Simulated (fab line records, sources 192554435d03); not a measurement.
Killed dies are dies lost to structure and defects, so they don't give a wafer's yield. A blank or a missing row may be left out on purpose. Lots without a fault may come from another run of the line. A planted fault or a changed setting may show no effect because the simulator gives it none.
Split-lot experiment | flow n5_finfet | 7 lots, 21 wafers read, on a route of 1938 steps

THE SPLIT
At N5_BEOL_M4_DESCUM_16 (chemistry O2, time 7 s), the setting time_s was moved away from the recipe's 7 s on 3 of the 21 wafers read, by -17.3% to +13.7%. The other wafers ran this setting at the recipe's value.

FROM THE SPLIT TO THE READING: what the file shows between them, 1 step
- N5_BEOL_M4_ETCH_74: etches underlayer in N2/H2, target depth 6.5 nm, time 5.2 s

THE READING
CAR-EUV_of_BEOL_M4_COAT_05.thk_nm (the simulator's own value, which no gauge read), in nm, at N5_BEOL_M4_ETCH_63 (etches SiARC in CF4, target depth 15.6 nm, time 26 s). The file gives no usual value for it. The 18 wafers here that ran the recipe average 11.1 nm, standard deviation 0.09 nm.

wafer  | tool, chamber at the split | time_s as run, s | against the recipe | CAR-EUV_of_BEOL_M4_COAT_05.thk_nm, nm | against lot-mates on the recipe
L074.2 | rie_diel-02, 1             | 7                | recipe             | 11                                    | -
L074.4 | rie_diel-02, 0             | 5.788            | -17.3%             | 11.8                                  | +0.7
L074.6 | rie_diel-02, 0             | 7                | recipe             | 11.2                                  | -
L084.3 | rie_diel-02, 0,2           | 7                | recipe             | 11.2                                  | -
L084.4 | rie_diel-02, 0,2           | 7                | recipe             | 11.2                                  | -
L084.5 | rie_diel-02, 1             | 7                | recipe             | 11.2                                  | -
L085.1 | rie_diel-01, 1,3           | 7                | recipe             | 11.2                                  | -
L085.3 | rie_diel-01, 2             | 7                | recipe             | 11.2                                  | -
L085.4 | rie_diel-01, 1,3           | 7                | recipe             | 11.2                                  | -
L086.2 | rie_diel-02, 1             | 7                | recipe             | 11                                    | -
L086.5 | rie_diel-02, 1,2           | 7.96             | +13.7%             | 10.4                                  | -0.6
L086.6 | rie_diel-02, 1,2           | 7.96             | +13.7%             | 10.6                                  | -0.4
L089.2 | rie_diel-02, 3,0           | 7                | recipe             | 11.2                                  | -
L089.5 | rie_diel-02, 3,0           | 7                | recipe             | 11.2                                  | -
L089.6 | rie_diel-02, 1             | 7                | recipe             | 11                                    | -
L090.1 | rie_diel-02, 3,0,2         | 7                | recipe             | 11.2                                  | -
L090.2 | rie_diel-02, 3,0,2         | 7                | recipe             | 11.2                                  | -
L090.6 | rie_diel-02, 3,0,2         | 7                | recipe             | 11.2                                  | -
L093.1 | rie_diel-02, 2             | 7                | recipe             | 11.2                                  | -
L093.2 | rie_diel-02, 1             | 7                | recipe             | 11                                    | -
L093.5 | rie_diel-02, 1             | 7                | recipe             | 11                                    | -
Where a row lists several chambers, the file gives one row for several wafers and doesn't say which wafer went through which chamber.

THE FIT
A straight line over all 21 wafers: CAR-EUV_of_BEOL_M4_COAT_05.thk_nm changes by -0.0428 nm for each +1% of time_s; r = -0.94; the points scatter about the line by 0.096 nm.
The same after taking each lot's own level away (the mean of its wafers on the recipe; 21 wafers): -0.0383 nm for each +1%; r = -0.95; scatter 0.071 nm.
On that fit, the largest move of time_s shifts the reading by 0.66 nm.
The lots' own levels span 11.00 to 11.20 nm, that is 2.2 times the standard deviation above.
So the lot-to-lot level changes the slope: the two fits differ.
Check: with one of the wafers moved furthest among these (-17.3%) left out of the fit, the line predicts +0.631 nm for it against its lot-mates. It came out at +0.7 nm against them.

THE WHOLE CHAIN: every reading that the file lists as answering this split, in the file's order
step                 | what it does                                                | reading                                                                            | change (the file's fit)                | r (the file's)
N5_BEOL_M4_DESCUM_16 | chemistry O2, time 7 s                                      | CAR-EUV_of_BEOL_M4_COAT_05.thk_nm (the simulator's own value, which no gauge read) | -0.0417 nm for each +1% of the setting | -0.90
N5_BEOL_M4_ETCH_74   | etches underlayer in N2/H2, target depth 6.5 nm, time 5.2 s | CAR-EUV_of_BEOL_M4_COAT_05.thk_nm (the simulator's own value, which no gauge read) | -0.0353 nm for each +1% of the setting | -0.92
N5_BEOL_M4_ETCH_63   | etches SiARC in CF4, target depth 15.6 nm, time 26 s        | CAR-EUV_of_BEOL_M4_COAT_05.thk_nm (the simulator's own value, which no gauge read) | -0.0389 nm for each +1% of the setting | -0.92

THE FILE'S OWN FIT
CAR-EUV_of_BEOL_M4_COAT_05.thk_nm changes by -0.0389 nm for each +1% of time_s, r = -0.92.
